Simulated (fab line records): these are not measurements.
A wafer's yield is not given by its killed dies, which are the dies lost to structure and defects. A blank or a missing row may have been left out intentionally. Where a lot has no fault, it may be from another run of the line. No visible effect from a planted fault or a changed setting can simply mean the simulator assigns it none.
A struck lot beside a sound one    flow nand-harc    13 steps out of a route of 1302
Sound: the wafers L580.1, L580.2, L580.5. Wafers L578.4, L578.5, L578.6 were the ones struck. At the end, the cause is stated.
Each step with rows lists, per side, the tool, then ch with its chambers, then its first start. Under that, the readings that differ: sound wafers    struck wafers    difference of the means    sigmas: that difference in standard deviations of wafers without a fault.
alike: same words and numbers on both sides, and readings whose means sit less than 2 such deviations apart. not compared: any withheld reading, any reading some wafer has no value for, any bound like >300 that may hide the same value, and any number with overlapping values for which the record gives no deviation.
The two part at a step that has a row with sigmas, a row that says differs or no value, or rows on one side only. Numbers that have no deviation but don't overlap get no sigmas and don't part them. Lack of a reading on every wafer of one side parts them only where that side has two or more wafers.

NHARC_A_CONTACT_CVD_19: deposits W, target thk 300 nm, time 802 s.
  sound: cvd-w-01 ch 0,1; struck: cvd-w-02 ch 0,1
reading                 sound        struck       difference  sigmas
throttle-valve-pct (%)  7.9 7.7 7.4  8.3 8.2 8.7  +0.7        +2
  alike: heater-power-w
NHARC_A_CONTACT_CMP_20: polishes, t overpolish 30 s, target thk 300 nm.
  sound on cmp-02 ch 1,3, day 26 14:34; struck on cmp-04 ch 1,2, day 26 08:34
  alike: motor-current-A, overpolish-run-s, time-to-endpoint-s
next, for these wafers, 1 step has no rows: NHARC_A_CONTACT_SRD_22.
NHARC_A_CONTACT_INSPECT_23:
  sound on defect-inspect-02 at day 26 14:58; struck on defect-inspect-02 at day 26 08:59
  alike: raw-defect-count
then, 7 steps without rows for these wafers: NHARC_A_BLC_DEHYDRATE_00 (time 120 s); NHARC_A_BLC_HMDS_01 (time 30 s); NHARC_A_BLC_COAT_02 (time 75 s); NHARC_A_BLC_COAT_03 (time 65 s); NHARC_A_BLC_COAT_04 (resist thk 90 nm); NHARC_A_BLC_SOFTBAKE_05 (time 55 s); NHARC_A_BLC_EBR_06.
NHARC_A_BLC_EXPOSE_07: exposes mask A BLC, target cd 100 nm.
  struck on arfi-scanner-02, day 26 09:22; sound on arfi-scanner-02 ch 0, day 26 15:13
  no value came back on the struck wafers for exposure-dose-mJ-cm2, focus-offset-nm (nm); on the sound wafers exposure-dose-mJ-cm2 reads 67.86 67.91 67.86
  alike: mask
then, 1 step without rows for these wafers: NHARC_A_BLC_PEB_08 (peb time 65 s).

## WHERE THEY PART
At NHARC_A_CONTACT_CVD_19 first; at NHARC_A_BLC_EXPOSE_07 last (within this record only).

WHY: what had been put in by the simulator
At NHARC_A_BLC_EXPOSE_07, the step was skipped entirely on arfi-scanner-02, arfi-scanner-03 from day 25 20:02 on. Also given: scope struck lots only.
